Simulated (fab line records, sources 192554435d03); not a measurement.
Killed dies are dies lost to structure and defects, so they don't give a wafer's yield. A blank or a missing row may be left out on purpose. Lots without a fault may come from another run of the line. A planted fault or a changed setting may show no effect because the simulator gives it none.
Which tool did it? | flow n5_finfet | 24 lots, 72 wafers sampled, at 3 steps of a route of 1938

WHAT THE GAUGES READ, wafer by wafer
N5_BEOL_M15_THK_MEAS_01. Usual: M15_ILD_THK 1638 nm, standard deviation 23.
lot  | measured     | on            | M15_ILD_THK (nm) | flag
L074 | day 13 01:05 | film_metro-01 | 1644 1643 1674   |
L076 | day 13 14:05 | film_metro-01 | 1612 1648 1643   |
L077 | day 14 08:16 | film_metro-01 | 1601 1616 1640   |
L075 | day 14 08:32 | film_metro-01 | 1621 1677 1674   |
L078 | day 14 16:52 | film_metro-01 | 1616 1606 1640   |
L079 | day 14 20:36 | film_metro-01 | 1671 1669 1675   |
L080 | day 15 06:10 | film_metro-01 | 1602 1648 1634   |
L081 | day 15 13:55 | film_metro-02 | 1626 1636 1658   |
L084 | day 15 17:33 | film_metro-02 | 1602 1641 1613   |
L082 | day 15 23:15 | film_metro-01 | 1628 1641 1657   |
L083 | day 15 23:33 | film_metro-01 | 1583 1645 1632   |
L087 | day 16 11:35 | film_metro-02 | 1611 1626 1657   |
L085 | day 16 17:33 | film_metro-02 | 1635 1636 1644   |
L086 | day 17 08:57 | film_metro-01 | 1628 1666 1658   |
L090 | day 17 15:07 | film_metro-02 | 1603 1657 1653   |
L089 | day 17 21:06 | film_metro-01 | 1582 1618 1629   |
L088 | day 17 23:01 | film_metro-02 | 1646 1643 1666   |
L092 | day 18 07:24 | film_metro-01 | 1649 1617 1666   |
L091 | day 18 11:37 | film_metro-01 | 1629 1624 1651   |
L093 | day 18 17:53 | film_metro-01 | 1651 1660 1658   |
L095 | day 19 00:43 | film_metro-02 | 1641 1654 1627   |
L094 | day 19 04:28 | film_metro-01 | 1642 1615 1668   |
L096 | day 19 08:08 | film_metro-02 | 1620 1641 1654   |
L097 | day 19 10:17 | film_metro-01 | 1608 1616 1619   |

WHICH TOOL RAN EACH LOT (tool, then ch and the chambers of the sampled wafers, then the start)
lot  | N5_BEOL_M13_PRE_CLEAN_42     | N5_BEOL_M14_ETCH_68
L074 | pvd_sputter-03, day 12 19:17 | rie_diel-01 ch 0,2, day 12 22:22
L076 | pvd_sputter-02, day 13 07:53 | rie_diel-04 ch 0,1,3, day 13 10:49
L077 | pvd_sputter-01, day 14 00:43 | rie_diel-04 ch 0,1,3, day 14 04:02
L075 | pvd_sputter-01, day 14 01:08 | rie_diel-03 ch 0,1,2, day 14 04:29
L078 | pvd_sputter-01, day 14 11:08 | rie_diel-03 ch 1,2, day 14 14:08
L079 | pvd_sputter-03, day 14 12:08 | rie_diel-01 ch 0,3, day 14 15:35
L080 | pvd_sputter-01, day 14 20:46 | rie_diel-04 ch 0,1,3, day 15 00:31
L081 | pvd_sputter-01, day 15 07:32 | rie_diel-04 ch 0,2,3, day 15 10:32
L084 | pvd_sputter-02, day 15 11:52 | rie_diel-03 ch 1,2, day 15 14:53
L082 | pvd_sputter-01, day 15 13:07 | rie_diel-03 ch 1,3, day 15 16:28
L083 | pvd_sputter-02, day 15 16:31 | rie_diel-04 ch 1,3, day 15 19:30
L087 | pvd_sputter-01, day 16 02:58 | rie_diel-03 ch 0,1,2, day 16 06:25
L085 | pvd_sputter-03, day 16 10:08 | rie_diel-03 ch 0,1,2, day 16 13:11
L086 | pvd_sputter-03, day 16 23:57 | rie_diel-01 ch 0,2,3, day 17 03:13
L090 | pvd_sputter-02, day 17 07:47 | rie_diel-01 ch 0,2,3, day 17 11:17
L089 | pvd_sputter-03, day 17 13:59 | rie_diel-01 ch 0,2,3, day 17 17:34
L088 | pvd_sputter-01, day 17 16:11 | rie_diel-03 ch 0,3, day 17 19:35
L092 | pvd_sputter-01, day 18 00:57 | rie_diel-04 ch 1,2,3, day 18 04:17
L091 | pvd_sputter-01, day 18 03:23 | rie_diel-04 ch 0,2,3, day 18 06:26
L093 | pvd_sputter-02, day 18 09:20 | rie_diel-01 ch 0,2,3, day 18 12:28
L095 | pvd_sputter-01, day 18 17:11 | rie_diel-04 ch 2,3, day 18 20:13
L094 | pvd_sputter-02, day 18 22:26 | rie_diel-03 ch 1,3, day 19 01:34
L096 | pvd_sputter-01, day 18 23:22 | rie_diel-03 ch 2,3, day 19 03:08
L097 | pvd_sputter-03, day 19 03:52 | rie_diel-03 ch 0,2, day 19 07:02
- N5_BEOL_M13_PRE_CLEAN_42: time 30 s.
- N5_BEOL_M14_ETCH_68: etches SOC in N2/H2, time 450 s.

WHAT THE TOOLS THEMSELVES READ (means of the sampled wafers that have a number; where no wafer has one, the mark that the record gives instead)
N5_BEOL_M13_PRE_CLEAN_42. Usual: heater_power_w 317 W, standard deviation 35.
lot  | tool           | heater_power_w (W) | flag
L074 | pvd_sputter-03 | 296                |
L076 | pvd_sputter-02 | 318                |
L077 | pvd_sputter-01 | 323                |
L075 | pvd_sputter-01 | 322                |
L078 | pvd_sputter-01 | 317                |
L079 | pvd_sputter-03 | 304                |
L080 | pvd_sputter-01 | 339                |
L081 | pvd_sputter-01 | 318                |
L084 | pvd_sputter-02 | 336                |
L082 | pvd_sputter-01 | 321                |
L083 | pvd_sputter-02 | 331                |
L087 | pvd_sputter-01 | 341                |
L085 | pvd_sputter-03 | 302                |
L086 | pvd_sputter-03 | 302                |
L090 | pvd_sputter-02 | 334                |
L089 | pvd_sputter-03 | 268                |
L088 | pvd_sputter-01 | 314                |
L092 | pvd_sputter-01 | 332                |
L091 | pvd_sputter-01 | 307                |
L093 | pvd_sputter-02 | 330                |
L095 | pvd_sputter-01 | 336                |
L094 | pvd_sputter-02 | 330                |
L096 | pvd_sputter-01 | 354                |
L097 | pvd_sputter-03 | 276                |

N5_BEOL_M14_ETCH_68. Usual: drypump_motor_current_A 5.8 A, standard deviation 0.5; oes_product_au 0.81 a.u., standard deviation 0.086; rf_vpp_V 524 V, standard deviation 3.1; showerhead_plenum_p_Torr 2.55 Torr, standard deviation 0.11; throttle_valve_pct 17.7 %, standard deviation 0.34.
lot  | tool        | drypump_motor_current_A (A) | oes_product_au (a.u.) | rf_vpp_V (V) | showerhead_plenum_p_Torr (Torr) | throttle_valve_pct (%) | flag
L074 | rie_diel-01 | 6.5                         | 0.70                  | 523          | 2.54                            | 18.1                   |
L076 | rie_diel-04 | 5.9                         | 0.82                  | 526          | 2.61                            | 17.7                   |
L077 | rie_diel-04 | 5.9                         | 0.81                  | 527          | 2.61                            | 17.7                   |
L075 | rie_diel-03 | 5.4                         | 0.84                  | 525          | 2.58                            | 17.5                   |
L078 | rie_diel-03 | 5.2                         | 0.81                  | 524          | 2.53                            | 17.5                   |
L079 | rie_diel-01 | 6.1                         | 0.79                  | 523          | 2.49                            | 17.5                   |
L080 | rie_diel-04 | 5.9                         | 0.79                  | 526          | 2.60                            | 17.7                   |
L081 | rie_diel-04 | 5.6                         | 0.74                  | 524          | 2.54                            | 17.9                   |
L084 | rie_diel-03 | 5.3                         | 0.76                  | 522          | 2.48                            | 17.5                   |
L082 | rie_diel-03 | 5.6                         | 0.88                  | 525          | 2.60                            | 17.5                   |
L083 | rie_diel-04 | 6.0                         | 0.84                  | 526          | 2.62                            | 17.5                   |
L087 | rie_diel-03 | 5.4                         | 0.82                  | 525          | 2.58                            | 17.5                   |
L085 | rie_diel-03 | 5.4                         | 0.80                  | 525          | 2.57                            | 17.6                   |
L086 | rie_diel-01 | 6.3                         | 0.83                  | 522          | 2.48                            | 17.8                   |
L090 | rie_diel-01 | 6.3                         | 0.83                  | 522          | 2.48                            | 17.8                   |
L089 | rie_diel-01 | 6.3                         | 0.82                  | 523          | 2.47                            | 17.8                   |
L088 | rie_diel-03 | 5.9                         | 0.88                  | 527          | 2.68                            | 17.6                   |
L092 | rie_diel-04 | 5.7                         | 0.85                  | 529          | 2.65                            | 17.5                   |
L091 | rie_diel-04 | 5.6                         | 0.81                  | 527          | 2.63                            | 17.8                   |
L093 | rie_diel-01 | 6.3                         | 0.81                  | 522          | 2.47                            | 17.8                   |
L095 | rie_diel-04 | 5.3                         | 0.85                  | 528          | 2.69                            | 17.4                   |
L094 | rie_diel-03 | 5.6                         | 0.83                  | 525          | 2.59                            | 17.5                   |
L096 | rie_diel-03 | 6.1                         | 0.81                  | 522          | 2.54                            | 17.5                   |
L097 | rie_diel-03 | 5.4                         | 0.74                  | 522          | 2.51                            | 17.6                   |

THE ANSWER, worked out from the rows above alone
Rule: a lot is off if the mean of its wafers that have a number lies more than 3 standard deviations from the usual mean. A lot without any number at a reading at which 4 lots or more have one is off too. The other lots that the step has rows for count as sound. The gauges are gone through in route order, then the tools' own readings, and for those a lot's mean is taken as printed above. The first step at which some lot is off is used, and at that step the reading that is off furthest; a lot without a number counts as furthest.
No lot is off at any reading shown: from this, nothing can be told.

WHAT THE SIMULATOR HAD PUT IN
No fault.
